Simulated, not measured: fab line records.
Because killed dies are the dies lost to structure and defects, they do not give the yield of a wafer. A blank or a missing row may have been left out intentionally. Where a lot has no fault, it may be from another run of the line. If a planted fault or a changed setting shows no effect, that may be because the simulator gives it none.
fab line records	flow nand-harc
[record] lots = 21	wafers = 63	last-day = 29
route steps=1159 shown A_STAIRCASE@740 A_SLIT@781 A_WL_FILL@811
lots with no fault: from the same line, run without faults
start-h: the number of hours between the record's first day and the start of the first shown wafer of the lot	wait-h: time in hours since the lot's previous step	" same as the row above	L1.1+2: several wafers, shown together as one row	- value missing, or start not given	* or withheld: withheld	< > ~ a bound
route shown NAME@n: NAME is a module with steps in the file, n the number in the route of the first one	usual: mean/standard deviation taken from wafers without a fault	same: alike in all rows	chamber/n: place in a boat	sites: readings site by site	_std_site: how widely they spread, as a standard deviation	_edge_site: outer sites' mean less inner sites'	radius-mm: how far each site lies from the wafer's centre	mask NAME#n: copy n	behind: the tool/chamber that last shaped the wafer	hold: what put the lot on hold/how long, in hours/how the hold closed	device: which transistor (n, p or np) failed to switch	end of line: the same wafers' tests at the end of the route	for a step that has no rows: nothing shown but its recipe	killed: count of dies lost to structure and defects at first sort (not the wafer's yield)	map: shows each die of a wafer: x if killed, . if not, _ if none is there
set.NAME: the setting that was run; set.NAME@STEP: the one run at that earlier step	model.NAME: the simulator's own value behind a step, which no gauge read
steps of the route over a sample of lots; a table a step, a row a wafer
services: from which hour (start-h, from the record's first day; less than 0 if before it) a tool's chamber was out of use, for how many hours, and why
[[steps]]
[step NHARC_A_STAIRCASE_ETCHBACK_157]
[recipe] target-depth-a = 900	over-etch-frac = 0.3	time-s = 167.14	ion-energy-ev = 120	ch3f-flow-sccm = 50	o2-flow-sccm = 30	ar-flow-sccm = 200	rf-w = 500	bias-w = 100	chemistry = CH3F/O2
[usual] drypump-motor-current-A = 5.8/0.48	oes-product-au = 0.982/0.027	rf-vpp-V = 244.5/1.7	showerhead-plenum-p-Torr = 2.47/0.1	throttle-valve-pct = 20.662/0.0085
lot.wafer	tool	chamber	start-h	wait-h	drypump-motor-current-A	oes-product-au	rf-hours-counter-h	rf-vpp-V	showerhead-plenum-p-Torr	throttle-valve-pct
L074.1	rie-diel-04	2	368.25	0.2	6.4	0.990	35	246.0	2.48	20.663
L074.5	"	3	"	"	5.1	0.984	-	245.9	2.63	20.668
L074.6	"	0	"	"	6.4	0.999	-	243.5	2.36	20.649
L077.1	rie-diel-05	3	369.90	0.3	5.5	1.001	9	242.5	2.35	20.656
L077.4	"	0	"	"	5.3	0.998	11	243.7	2.46	20.662
L077.6	"	2	"	"	6.4	0.998	-	246.5	2.55	20.666
L075.1	rie-diel-11	3	378.27	0.2	5.3	0.991	0	244.5	2.50	20.647
L075.2	"	1	"	"	5.9	0.987	0	245.4	2.53	20.679
L075.5	"	3	"	"	5.3	0.982	-	246.5	2.50	20.670
L080.4	rie-diel-04	3	385.23	0.2	5.1	0.948	50	248.5	2.62	20.672
L080.6	"	1	"	"	5.4	0.942	-	245.4	2.49	20.665
L080.5	"	2	"	"	6.4	0.938	-	245.0	2.48	20.659
L084.2	rie-diel-04	2	392.14	0.2	6.4	1.008	48	245.0	2.48	20.670
L084.4	"	1	"	"	5.4	1.004	51	244.4	2.49	20.653
L084.5	"	3	"	"	5.1	0.996	-	246.7	2.62	20.658
L079.4	rie-diel-05	2	392.46	0.2	6.5	0.999	19	246.8	2.54	20.682
L079.6	"	3	"	"	5.5	0.992	-	239.6	2.35	20.663
L079.5	"	0	"	"	5.3	0.999	-	244.5	2.46	20.656
L082.1	rie-diel-05	1	392.58	0.2	6.1	1.002	21	240.6	2.40	20.658
L082.2	"	0	"	"	5.3	0.991	23	244.3	2.46	20.675
L082.5	"	2	"	"	6.5	0.998	-	244.1	2.54	20.666
L083.3	rie-diel-11	0	393.79	0.3	6.1	0.994	7	246.4	2.63	20.654
L083.2	"	1	"	"	5.8	0.996	7	245.2	2.53	20.650
L083.5	"	1	"	"	5.8	0.992	-	244.1	2.53	20.656
L081.2	rie-diel-11	1	394.20	0.5	5.8	0.982	7	243.9	2.53	20.670
L081.3	"	2	"	"	5.8	0.990	6	242.5	2.29	20.671
L081.6	"	1	"	"	5.8	0.985	-	245.4	2.53	20.661
L087.1	rie-diel-04	1	396.76	0.1	5.4	0.920	53	244.5	2.49	20.648
L087.2	"	3	"	"	5.1	0.929	58	247.7	2.62	20.656
L087.6	"	3	"	"	5.1	0.930	-	247.3	2.62	20.670
L085.2	rie-diel-05	0	396.86	0.2	5.3	1.004	26	243.3	2.46	20.652
L085.1	"	3	"	"	5.5	0.990	23	242.2	2.35	20.670
L085.6	"	1	"	"	6.1	0.993	-	242.8	2.40	20.668
L088.1	rie-diel-05	2	410.38	0.2	6.5	0.928	26	245.8	2.54	20.670
L088.2	"	0	"	"	5.3	0.936	30	244.9	2.46	20.670
L088.4	"	1	"	"	6.1	0.934	-	242.6	2.40	20.645
L089.2	rie-diel-11	3	410.56	0.1	5.3	1.003	11	245.0	2.49	20.655
L089.4	"	3	"	"	5.3	1.000	-	246.2	2.49	20.677
L089.5	"	2	"	"	5.9	0.997	-	243.3	2.29	20.657
L092.2	rie-diel-05	2	417.91	0.5	6.5	0.996	32	246.7	2.54	20.670
L092.1	"	0	"	"	5.2	1.000	35	245.2	2.45	20.670
L092.6	"	2	"	"	6.4	0.992	-	245.9	2.54	20.662
L095.2	rie-diel-11	3	417.99	0.5	5.3	0.991	16	245.2	2.49	20.680
L095.4	"	0	"	"	6.1	0.966	16	247.9	2.62	20.674
L095.5	"	3	"	"	5.3	1.006	-	243.6	2.49	20.651
L093.1	rie-diel-05	3	418.41	0.3	5.5	0.934	34	242.8	2.34	20.674
L093.2	"	0	"	"	5.3	0.928	35	244.8	2.45	20.675
L093.6	"	3	"	"	5.5	0.924	-	243.8	2.34	20.668
L094.3	rie-diel-05	0	418.99	0.2	5.3	0.991	36	243.7	2.45	20.650
L094.1	"	2	"	"	6.4	1.004	32	245.7	2.54	20.678
L094.6	"	0	"	"	5.3	0.998	-	243.7	2.45	20.665
L091.4	rie-diel-11	0	419.81	0.2	6.1	1.004	17	247.2	2.63	20.656
L091.6	"	3	"	"	5.3	0.997	-	244.8	2.49	20.663
L091.5	"	0	"	"	6.0	0.995	-	246.1	2.62	20.657
L086.1	rie-diel-11	2	421.61	0.2	5.9	1.004	17	241.6	2.29	20.666
L086.3	"	0	"	"	6.0	0.992	17	246.5	2.62	20.662
L086.5	"	3	"	"	5.3	0.972	-	246.3	2.49	20.654
L097.2	rie-diel-04	0	444.72	0.2	6.5	1.004	76	240.8	2.34	20.674
L097.1	"	2	"	"	6.4	1.001	72	243.4	2.47	20.658
L097.6	"	0	"	"	6.4	1.007	-	241.8	2.34	20.664
L096.4	rie-diel-05	1	445.02	0.2	6.1	0.998	39	242.9	2.39	20.672
L096.1	"	3	"	"	5.5	0.997	47	242.2	2.34	20.672
L096.5	"	1	"	"	6.1	1.003	-	243.0	2.39	20.646
[step NHARC_A_STAIRCASE_DEP_471]
[recipe] target-thk-a = 1000	temp-c = 400	pressure-torr = 6.5	rf-w = 900	teos-flow-sccm = 161.4	flow-sccm = 2650	target-thk-nm = 100	gas = O2	material = SiO2
[usual] heater-power-outer-w = 322/56	heater-power-w = 580/79	showerhead-vpp-V = 1803/95	susceptor-temp-C = 400.03/0.22	throttle-valve-pct = 15.6/0.53
lot.wafer	tool	chamber	start-h	wait-h	heater-power-outer-w	heater-power-w	showerhead-vpp-V	susceptor-temp-C	throttle-valve-pct
L074.1	pecvd-02	2	369.36	-	376	615	1823	399.98	15.8
L074.5	"	1	"	"	274	452	1862	399.78	15.4
L074.6	"	0	"	"	310	580	1616	399.80	15.4
L077.1	pecvd-01	1	370.37	-	319	530	1982	400.05	16.6
L077.4	"	0	"	"	313	601	1787	400.13	17.0
L077.6	"	1	"	"	332	531	1991	400.06	16.7
L075.2	pecvd-02	2	378.76	-	340	568	1782	399.73	15.6
L075.1	"	0	"	"	336	602	1627	400.05	15.7
L075.5	"	1	"	"	327	540	1860	399.80	15.0
L080.5	pecvd-01	1	385.56	-	321	512	2019	400.42	17.0
L080.4	"	2	"	"	362	613	1657	400.32	16.3
L080.6	"	0	"	"	300	587	1801	400.36	16.8
L084.2	pecvd-03	0	392.52	-	346	660	1779	400.35	15.1
L084.4	"	2	"	"	219	489	1871	399.57	15.3
L084.5	"	0	"	"	353	673	1833	399.38	14.8
L082.2	pecvd-01	1	392.86	-	294	487	1982	400.62	16.7
L082.1	"	2	"	"	418	685	1623	399.72	16.0
L082.5	"	1	"	"	296	486	1996	400.16	16.7
L079.5	pecvd-02	1	392.88	-	261	427	1898	399.62	15.4
L079.6	"	2	"	"	323	558	1811	400.25	15.7
L079.4	"	0	"	"	232	474	1622	400.29	15.3
L083.2	pecvd-02	1	394.39	-	323	515	1841	400.15	15.5
L083.3	"	2	"	"	404	685	1763	399.76	15.4
L083.5	"	0	"	"	256	498	1680	399.91	15.7
L081.2	pecvd-03	1	394.57	-	308	575	1834	399.65	15.5
L081.3	"	2	"	"	216	498	1825	400.30	15.4
L081.6	"	0	"	"	290	606	1797	399.71	14.9
L087.2	pecvd-01	0	397.14	-	316	608	1798	399.84	16.8
L087.1	"	1	"	"	304	495	2014	400.07	16.7
L087.6	"	2	"	"	440	709	1632	400.07	16.0
L085.1	pecvd-02	1	397.17	-	253	412	1873	399.90	15.4
L085.2	"	2	"	"	417	684	1791	399.91	15.3
L085.6	"	2	"	"	426	692	1811	399.93	15.5
L088.2	pecvd-01	0	410.75	-	259	520	1803	400.27	17.0
L088.1	"	1	"	"	302	513	1975	400.02	16.7
L088.4	"	2	"	"	416	704	1657	400.08	16.0
L089.2	pecvd-02	2	410.91	-	419	686	1787	399.82	15.6
L089.5	"	2	"	"	427	681	1810	399.91	15.6
L089.4	"	0	"	"	325	590	1678	400.00	15.8
L095.2	pecvd-03	0	418.25	-	328	637	1790	400.11	15.0
L095.4	"	0	"	"	326	656	1792	400.20	14.9
L095.5	"	1	"	"	314	576	1825	399.90	15.7
L092.1	pecvd-02	1	418.47	-	324	505	1841	399.85	15.7
L092.2	"	0	"	"	244	486	1626	400.07	15.8
L092.6	"	0	"	"	254	498	1667	400.03	15.7
L093.2	pecvd-03	2	418.97	-	253	556	1887	399.98	15.3
L093.1	"	0	"	"	287	610	1779	400.22	15.1
L093.6	"	1	"	"	269	503	1806	400.25	15.6
L094.1	pecvd-03	1	419.81	-	380	653	1806	400.00	15.5
L094.3	"	2	"	"	250	538	1866	400.15	15.3
L094.6	"	1	"	"	372	679	1854	400.02	15.7
L091.5	pecvd-02	0	420.17	-	276	511	1662	399.93	15.5
L091.6	"	1	"	"	325	506	1849	399.75	15.5
L091.4	"	2	"	"	337	589	1845	400.10	15.3
L086.3	pecvd-03	1	421.91	-	363	622	1789	399.71	15.6
L086.1	"	0	"	"	300	613	1789	400.16	15.1
L086.5	"	0	"	"	305	614	1813	400.23	14.7
L097.2	pecvd-02	1	445.03	-	333	526	1857	400.36	15.4
L097.1	"	2	"	"	360	626	1811	399.72	15.5
L097.6	"	0	"	"	347	614	1696	400.29	15.8
L096.1	pecvd-03	1	445.43	-	361	644	1819	400.00	15.5
L096.5	"	2	"	"	218	503	1883	400.06	15.4
L096.4	"	0	"	"	344	678	1826	400.26	15.0
[step NHARC_A_SLIT_DEP_23]
[recipe] target-thk-a = 1000	target-thk-nm = 100	temp-c = 400	pressure-torr = 3.5	flow-sccm = 200	rf-w = 350	material = SiON
[usual] heater-power-outer-w = 429/67	heater-power-w = 736/98	showerhead-vpp-V = 1150/45	susceptor-temp-C = 399.99/0.2
lot.wafer	tool	chamber	start-h	wait-h	heater-power-outer-w	heater-power-w	showerhead-vpp-V	susceptor-temp-C
L074.1	pecvd-03	2	380.85	1.6	407	743	1161	400.05
L074.6	"	2	"	"	403	727	1176	400.14
L074.5	"	0	"	"	540	954	1140	400.12
L077.1	pecvd-01	2	382.85	1.7	527	802	1030	400.32
L077.4	"	0	"	"	442	762	1090	400.05
L077.6	"	2	"	"	509	816	1033	399.80
L075.1	pecvd-01	0	387.46	1.7	422	738	1113	399.82
L075.2	"	2	"	"	550	852	1022	399.95
L075.5	"	0	"	"	450	755	1122	399.79
L080.4	pecvd-03	0	398.61	0.8	516	887	1125	400.20
L080.6	"	1	"	"	443	711	1145	399.69
L080.5	"	2	"	"	408	759	1162	400.06
L082.1	pecvd-03	2	402.81	1.6	420	769	1178	400.30
L082.2	"	1	"	"	471	824	1139	400.09
L082.5	"	2	"	"	419	764	1159	399.70
L084.2	pecvd-04	0	402.83	1.3	369	625	1187	399.72
L084.4	"	0	"	"	367	647	1168	400.05
L084.5	"	1	"	"	383	679	1153	399.79
L079.6	pecvd-03	2	404.56	0.1	354	683	1177	400.07
L079.5	"	0	"	"	532	940	1112	400.57
L079.4	"	1	"	"	478	794	1128	399.95
L081.2	pecvd-04	2	404.79	1.3	372	622	1203	399.80
L081.3	"	0	"	"	358	605	1165	399.92
L081.6	"	1	"	"	412	685	1144	400.13
L083.3	pecvd-03	1	407.03	1.0	502	836	1141	400.03
L083.2	"	2	"	"	374	713	1166	399.79
L083.5	"	2	"	"	388	722	1169	399.67
L085.2	pecvd-04	1	410.68	1.3	359	634	1153	399.79
L085.1	"	2	"	"	383	630	1203	400.03
L085.6	"	1	"	"	339	624	1139	400.03
L087.2	pecvd-03	2	412.56	1.3	344	687	1193	399.85
L087.1	"	0	"	"	503	879	1111	400.06
L087.6	"	2	"	"	366	685	1157	399.70
L089.2	pecvd-03	0	425.40	1.4	539	929	1105	399.85
L089.5	"	2	"	"	374	696	1171	400.06
L089.4	"	0	"	"	542	942	1109	399.99
L088.2	pecvd-04	1	425.51	1.4	397	680	1155	399.80
L088.1	"	2	"	"	445	715	1201	399.85
L088.4	"	0	"	"	334	581	1182	399.89
L093.1	pecvd-04	1	430.88	1.7	396	700	1148	399.96
L093.2	"	2	"	"	448	726	1194	400.10
L093.6	"	0	"	"	357	632	1153	399.89
L095.2	pecvd-04	0	432.18	1.3	400	676	1159	399.92
L095.4	"	2	"	"	356	597	1187	400.02
L095.5	"	1	"	"	389	670	1152	400.07
L092.1	pecvd-03	1	432.47	1.7	473	797	1129	400.00
L092.2	"	0	"	"	460	820	1114	399.68
L092.6	"	0	"	"	469	822	1117	399.92
L091.6	pecvd-04	2	432.88	0.1	436	733	1206	399.95
L091.4	"	0	"	"	338	596	1150	400.25
L091.5	"	1	"	"	436	713	1122	400.13
L094.1	pecvd-04	2	434.44	1.7	408	678	1202	399.79
L094.3	"	0	"	"	347	612	1156	400.00
L094.6	"	0	"	"	352	612	1167	400.33
L086.3	pecvd-01	1	437.22	1.0	454	696	1240	400.24
L086.1	"	0	"	"	413	687	1126	400.15
L086.5	"	2	"	"	555	876	1024	400.35
L097.1	pecvd-01	0	456.40	1.7	401	703	1132	399.99
L097.2	"	2	"	"	649	969	1017	399.98
L097.6	"	2	"	"	654	988	1050	399.96
L096.1	pecvd-03	0	458.40	1.7	435	812	1134	399.78
L096.5	"	2	"	"	379	707	1153	400.39
L096.4	"	1	"	"	460	748	1139	400.03
[step NHARC_A_SLIT_ETCH_26]
[recipe] bias-v = 400	source-w = 2000	pressure-mtorr = 25	time-s = 90	ar-flow-sccm = 375	c4f8-flow-sccm = 41.7	o2-flow-sccm = 83.3	target-depth-a = 4000	chemistry = C4F8/O2/Ar
[usual] bias-v = 400/3.9	drypump-motor-current-A = 6.2/0.65	showerhead-plenum-p-Torr = 3.73/0.075	throttle-valve-pct = 27.619/0.0084
lot.wafer	tool	chamber	start-h	wait-h	bias-v	drypump-motor-current-A	rf-hours-counter-h	showerhead-plenum-p-Torr	throttle-valve-pct
L077.1	har-etch-01	0	387.38	1.0	394	6.7	30	3.82	27.624
L077.4	"	0	"	"	394	6.7	-	3.82	27.609
L077.6	"	1	"	"	395	6.8	-	3.64	27.632
L074.1	har-etch-02	1	390.12	7.4	397	5.6	197	3.79	27.612
L074.6	"	1	"	"	401	5.6	-	3.79	27.633
L074.5	"	0	"	"	396	5.3	-	3.71	27.624
L075.2	har-etch-02	1	395.98	1.3	397	5.6	202	3.79	27.625
L075.1	"	0	"	"	394	5.3	202	3.70	27.625
L075.5	"	1	"	"	404	5.6	-	3.79	27.619
L080.4	har-etch-01	1	402.58	0.8	402	6.8	-	3.63	27.609
L080.5	"	1	"	"	394	6.8	-	3.63	27.606
L080.6	"	0	"	"	404	6.7	-	3.82	27.627
L082.1	har-etch-01	1	405.83	1.2	399	6.8	45	3.63	27.605
L082.2	"	0	"	"	402	6.7	45	3.82	27.624
L082.5	"	0	"	"	400	6.7	-	3.82	27.622
L084.2	har-etch-02	0	406.63	1.0	400	5.3	211	3.70	27.620
L084.4	"	0	"	"	405	5.3	-	3.70	27.603
L084.5	"	0	"	"	392	5.3	-	3.70	27.617
L079.4	har-etch-01	1	407.59	0.6	405	6.8	-	3.63	27.618
L079.6	"	0	"	"	400	6.7	-	3.81	27.614
L079.5	"	1	"	"	406	6.8	-	3.63	27.618
L081.2	har-etch-02	1	408.29	1.3	404	5.6	213	3.78	27.617
L081.3	"	1	"	"	401	5.6	-	3.78	27.619
L081.6	"	0	"	"	401	5.3	-	3.70	27.624
L083.2	har-etch-01	0	410.05	1.0	405	6.7	48	3.81	27.613
L083.3	"	0	"	"	403	6.7	-	3.81	27.612
L083.5	"	0	"	"	402	6.7	-	3.81	27.616
L085.2	har-etch-01	0	413.67	1.2	403	6.7	50	3.81	27.620
L085.1	"	1	"	"	402	6.8	50	3.63	27.611
L085.6	"	0	"	"	399	6.7	-	3.81	27.614
L087.2	har-etch-02	1	415.84	1.2	401	5.6	218	3.78	27.618
L087.1	"	0	"	"	397	5.3	218	3.70	27.612
L087.6	"	0	"	"	397	5.3	-	3.69	27.636
L089.2	har-etch-01	0	428.57	1.0	398	6.7	51	3.81	27.607
L089.4	"	0	"	"	398	6.7	-	3.81	27.616
L089.5	"	1	"	"	400	6.8	-	3.63	27.613
L088.2	har-etch-02	1	428.64	1.2	400	5.6	220	3.78	27.631
L088.1	"	0	"	"	396	5.3	220	3.69	27.600
L088.4	"	1	"	"	398	5.6	-	3.78	27.637
L093.2	har-etch-01	0	436.11	1.2	409	6.7	57	3.81	27.610
L093.1	"	1	"	"	405	6.8	57	3.63	27.602
L093.6	"	0	"	"	408	6.7	-	3.81	27.609
L095.2	har-etch-02	0	436.56	1.0	398	5.3	225	3.69	27.615
L095.4	"	0	"	"	398	5.3	-	3.69	27.620
L095.5	"	1	"	"	396	5.6	-	3.77	27.618
L092.2	har-etch-01	1	437.78	1.2	399	6.8	58	3.63	27.622
L092.1	"	0	"	"	395	6.7	58	3.81	27.618
L092.6	"	0	"	"	400	6.7	-	3.81	27.618
L091.4	har-etch-02	1	438.27	0.8	398	5.6	-	3.77	27.600
L091.5	"	1	"	"	401	5.6	-	3.77	27.613
L091.6	"	0	"	"	405	5.3	-	3.69	27.616
L094.1	har-etch-01	1	439.47	1.2	403	6.8	60	3.62	27.627
L094.3	"	0	"	"	400	6.7	-	3.81	27.616
L094.6	"	0	"	"	399	6.7	-	3.81	27.630
L086.1	har-etch-02	1	444.23	1.0	402	5.6	232	3.77	27.611
L086.3	"	1	"	"	408	5.6	-	3.77	27.620
L086.5	"	0	"	"	396	5.3	-	3.69	27.614
L097.1	har-etch-01	1	459.39	1.2	398	6.8	67	3.62	27.630
L097.2	"	0	"	"	405	6.7	67	3.80	27.624
L097.6	"	0	"	"	400	6.7	-	3.80	27.620
L096.1	har-etch-02	1	462.67	1.0	398	5.6	239	3.76	27.624
L096.4	"	0	"	"	403	5.3	-	3.68	27.622
L096.5	"	0	"	"	397	5.3	-	3.68	27.627
[step NHARC_A_WL_FILL_ALD_02]
[recipe] target-thk-a = 20	pulse-time-s = 3	ald-cycles = 100	temp-c = 450	material = TiN
[usual] heater-power-outer-w = 700/87	heater-power-w = 1082/110	precursor-pulse-height-rel = 1.000/0.019	susceptor-temp-C = 449.93/0.24
lot.wafer	tool	chamber	start-h	wait-h	heater-power-outer-w	heater-power-w	precursor-pulse-height-rel	susceptor-temp-C
L077.1	ald-metal-02	1	396.73	0.2	715	1114	1.022	450.17
L077.4	"	2	"	"	592	897	1.026	449.94
L077.6	"	1	"	"	697	1112	0.997	450.28
L074.1	ald-metal-01	2	399.60	0.3	626	971	0.998	450.22
L074.5	"	0	"	"	658	1064	1.007	450.15
L074.6	"	1	"	"	826	1203	0.999	450.19
L075.2	ald-metal-01	2	405.63	0.2	596	970	1.012	449.79
L075.1	"	1	"	"	832	1215	1.002	449.44
L075.5	"	3	"	"	672	1115	0.989	449.93
L080.4	ald-metal-02	3	411.97	0.1	860	1281	0.994	450.20
L080.5	"	2	"	"	592	895	0.958	449.84
L080.6	"	3	"	"	881	1266	1.014	450.24
L082.2	ald-metal-04	2	416.23	0.2	706	1140	1.020	449.82
L082.1	"	0	"	"	662	961	1.002	449.65
L082.5	"	3	"	"	751	1139	0.993	449.60
L079.4	ald-metal-02	1	416.51	0.2	699	1107	1.004	450.08
L079.6	"	2	"	"	570	906	1.004	450.23
L079.5	"	3	"	"	868	1274	1.009	450.07
L084.4	ald-metal-01	2	416.55	0.1	625	980	1.007	449.85
L084.2	"	1	"	"	811	1240	0.985	449.84
L084.5	"	3	"	"	676	1076	1.039	449.97
L081.3	ald-metal-04	0	416.76	0.2	681	979	1.003	449.83
L081.2	"	2	"	"	677	1158	0.998	450.39
L081.6	"	0	"	"	661	985	1.030	449.88
L083.3	ald-metal-01	3	419.39	0.1	665	1109	0.998	449.72
L083.2	"	0	"	"	645	1052	0.976	450.39
L083.5	"	1	"	"	842	1227	1.009	449.91
L085.2	ald-metal-01	3	428.88	0.2	679	1101	1.018	450.11
L085.1	"	0	"	"	652	1062	1.019	449.66
L085.6	"	3	"	"	669	1132	0.978	449.94
L087.1	ald-metal-02	1	429.01	0.2	709	1089	1.015	449.86
L087.2	"	0	"	"	659	981	0.976	449.60
L087.6	"	1	"	"	742	1095	1.014	449.83
L088.4	ald-metal-02	3	439.36	0.1	869	1302	1.011	449.76
L088.1	"	0	"	"	655	962	1.027	449.66
L088.2	"	2	"	"	566	904	0.969	449.82
L089.4	ald-metal-01	0	439.54	0.1	644	1052	1.013	450.09
L089.2	"	2	"	"	627	991	1.000	449.82
L089.5	"	1	"	"	824	1207	1.001	449.67
L093.1	ald-metal-01	3	445.55	0.2	695	1095	0.954	450.02
L093.2	"	0	"	"	665	1074	0.968	450.03
L093.6	"	3	"	"	676	1088	0.978	450.22
L095.2	ald-metal-04	1	445.69	0.2	712	1052	0.983	449.67
L095.4	"	0	"	"	660	956	1.024	450.16
L095.5	"	1	"	"	711	1051	1.011	449.61
L091.4	ald-metal-02	1	445.96	0.2	742	1124	0.995	449.86
L091.5	"	3	"	"	860	1314	1.012	450.26
L091.6	"	0	"	"	649	956	0.964	449.60
L092.2	ald-metal-01	2	446.03	0.2	609	988	1.000	449.92
L092.1	"	0	"	"	649	1065	0.999	449.72
L092.6	"	2	"	"	612	979	1.018	449.63
L094.1	ald-metal-01	3	450.80	0.2	676	1079	1.036	450.51
L094.3	"	1	"	"	840	1210	0.963	450.30
L094.6	"	3	"	"	684	1094	0.981	450.18
L086.1	ald-metal-01	2	455.75	0.3	624	962	0.952	450.17
L086.3	"	3	"	"	687	1105	1.004	449.80
L086.5	"	0	"	"	646	1072	0.996	449.91
L097.1	ald-metal-02	2	469.33	0.3	583	917	1.008	449.98
L097.2	"	3	"	"	877	1273	0.984	449.71
L097.6	"	1	"	"	725	1083	1.026	449.88
L096.1	ald-metal-02	3	472.11	0.3	847	1303	1.025	450.14
L096.5	"	2	"	"	582	896	1.019	450.07
L096.4	"	3	"	"	882	1280	0.995	449.89
[step NHARC_A_WL_FILL_STRIP_29]
[recipe] time-s = 20	o2-flow-sccm = 500	ar-flow-sccm = 0	bias-w = 0	chemistry = O2
[usual] drypump-motor-current-A = 5.6/0.58	oes-product-au = 1.000/0.0084	rf-vpp-V = 57.8/1	showerhead-plenum-p-Torr = 3.55/0.17	throttle-valve-pct = 17.036/0.0097
lot.wafer	tool	chamber	start-h	wait-h	drypump-motor-current-A	oes-product-au	rf-hours-counter-h	rf-vpp-V	showerhead-plenum-p-Torr	throttle-valve-pct
L077.1	rie-diel-02	0	417.22	0.1	5.7	1.014	1.2	59.9	3.75	17.034
L077.4	"	3	"	"	5.1	1.013	1.1	56.1	3.37	17.040
L077.6	"	0	"	"	5.7	1.012	-	57.3	3.75	17.055
L074.1	rie-diel-07	3	430.02	0.1	6.3	0.986	0.4	57.1	3.75	17.035
L074.5	"	2	"	"	5.2	0.996	-	58.9	3.70	17.027
L074.6	"	3	"	"	6.3	0.996	-	60.3	3.75	17.034
L075.2	rie-diel-02	1	430.81	0.1	6.3	0.982	1.4	57.8	3.64	17.038
L075.1	"	3	"	"	5.1	1.009	1.4	56.5	3.37	17.029
L075.5	"	0	"	"	5.7	1.003	-	59.1	3.75	17.052
L080.4	rie-diel-02	3	433.36	0.1	5.1	1.009	1.4	57.3	3.37	17.049
L080.6	"	1	"	"	6.2	0.976	-	57.2	3.63	17.042
L080.5	"	2	"	"	4.8	1.003	-	56.2	3.42	17.028
L082.2	rie-diel-07	0	433.61	0.1	5.0	0.996	0.6	56.1	3.63	17.053
L082.1	"	3	"	"	6.2	0.994	0.6	59.3	3.75	17.032
L082.5	"	1	"	"	5.3	1.011	-	57.2	3.60	17.039
L081.2	rie-diel-07	2	438.01	0.1	5.3	1.001	0.6	57.4	3.70	17.034
L081.3	"	3	"	"	6.3	0.994	0.6	60.0	3.75	17.027
L081.6	"	3	"	"	6.3	1.004	-	57.9	3.75	17.026
L079.4	rie-diel-02	2	438.01	0.1	4.8	1.001	1.3	56.9	3.42	17.020
L079.6	"	3	"	"	5.1	1.015	-	57.3	3.37	17.039
L079.5	"	0	"	"	5.7	0.993	-	59.8	3.75	17.049
L084.2	rie-diel-02	0	440.54	0.1	5.7	1.003	1.5	57.0	3.75	17.028
L084.4	"	1	"	"	6.2	0.987	1.5	58.2	3.63	17.033
L084.5	"	3	"	"	5.1	1.010	-	56.7	3.37	17.042
L083.2	rie-diel-07	3	442.25	0.1	6.3	0.996	0.7	59.1	3.75	17.041
L083.3	"	0	"	"	5.0	1.003	0.7	59.1	3.63	17.047
L083.5	"	1	"	"	5.3	1.002	-	57.9	3.60	17.028
L087.2	rie-diel-07	1	452.32	0.1	5.3	1.008	0.7	59.0	3.60	17.031
L087.1	"	3	"	"	6.3	0.999	0.8	56.9	3.75	17.035
L087.6	"	0	"	"	5.0	0.999	-	57.8	3.63	17.045
L085.1	rie-diel-02	2	452.39	0.1	4.8	1.005	1.5	57.5	3.42	17.043
L085.2	"	1	"	"	6.2	0.981	1.7	57.9	3.63	17.008
L085.6	"	2	"	"	4.8	1.005	-	57.7	3.42	17.031
L088.1	rie-diel-13	1	470.42	0.1	5.1	1.002	0.3	57.9	3.34	17.020
L088.4	"	2	"	"	5.7	0.986	0.3	59.1	3.75	17.034
L088.2	"	3	"	"	6.4	1.002	0.3	55.1	3.31	17.029
L089.2	rie-diel-02	2	470.86	0.1	4.8	1.007	2.0	56.9	3.42	17.012
L089.4	"	3	"	"	5.0	1.010	2.1	58.3	3.37	17.042
L089.5	"	2	"	"	4.8	1.002	-	57.4	3.42	17.034
L093.1	rie-diel-07	2	478.63	0.1	5.3	1.003	1.7	57.4	3.70	17.045
L093.2	"	0	"	"	5.0	1.003	1.9	57.7	3.63	17.034
L093.6	"	3	"	"	6.3	0.997	-	60.0	3.75	17.032
L091.4	rie-diel-07	1	484.53	0.1	5.3	1.017	1.8	57.7	3.60	17.027
L091.6	"	2	"	"	5.2	1.008	-	58.1	3.70	17.019
L091.5	"	3	"	"	6.3	1.012	-	59.2	3.75	17.024
L095.2	rie-diel-13	1	484.54	0.1	5.1	0.993	0.9	58.3	3.34	17.034
L095.4	"	2	"	"	5.8	0.981	0.8	59.0	3.75	17.029
L095.5	"	3	"	"	6.4	1.000	-	56.1	3.31	17.027
L092.2	rie-diel-02	3	484.57	0.1	5.0	0.999	2.4	57.2	3.37	17.043
L092.1	"	0	"	"	5.7	0.987	2.5	59.8	3.75	17.039
L092.6	"	1	"	"	6.3	0.982	-	57.5	3.63	17.039
L094.3	rie-diel-07	1	489.76	0.1	5.3	1.000	2.1	57.8	3.60	17.042
L094.1	"	3	"	"	6.3	1.002	2.1	58.3	3.75	17.053
L094.6	"	2	"	"	5.2	0.997	-	59.3	3.70	17.032
L086.3	rie-diel-07	2	496.14	0.1	5.2	1.000	2.0	57.5	3.70	17.038
L086.1	"	3	"	"	6.3	0.992	2.1	58.0	3.75	17.036
L086.5	"	2	"	"	5.3	0.990	-	59.6	3.70	17.037
L097.1	rie-diel-13	1	508.95	0.1	5.1	1.008	1.4	58.3	3.34	17.019
L097.2	"	2	"	"	5.7	1.002	1.4	58.5	3.75	17.038
L097.6	"	3	"	"	6.5	0.989	-	57.7	3.31	17.025
L096.1	rie-diel-13	3	515.12	0.1	6.5	0.992	2.1	58.6	3.31	17.039
L096.5	"	3	"	"	6.5	0.993	-	57.0	3.31	17.039
L096.4	"	0	"	"	6.3	0.999	-	56.2	3.31	17.052
[[services]]
tool	chamber	start-h	hours	kind
pecvd-04	-	349.07	1.5	repair
rie-diel-07	2	349.73	2.7	repair
pecvd-03	-	358.21	0.9	repair
pecvd-03	-	360.50	2.8	repair
ald-metal-02	-	364.00	10.0	pm
rie-diel-07	3	365.82	8.1	repair
pecvd-04	-	370.76	1.1	repair
pecvd-04	-	376.00	13.0	pm
rie-diel-02	2	381.34	3.1	repair
rie-diel-07	0	382.98	2.0	repair
rie-diel-07	-	405.20	9.0	pm
rie-diel-05	1	417.88	5.9	repair
pecvd-01	-	418.16	13.0	pm
ald-metal-01	2	418.71	7.0	repair
rie-diel-05	3	449.53	12.9	repair
ald-metal-01	-	458.00	10.0	pm
pecvd-01	2	466.30	5.0	repair
ald-metal-02	0	471.47	6.4	repair
pecvd-03	-	473.16	13.0	pm
pecvd-02	1	481.59	9.4	repair
rie-diel-05	1	481.75	4.3	repair
pecvd-02	0	481.85	19.0	repair
pecvd-03	1	499.50	6.4	repair
pecvd-02	-	515.14	13.0	pm
[[key]]
fault none
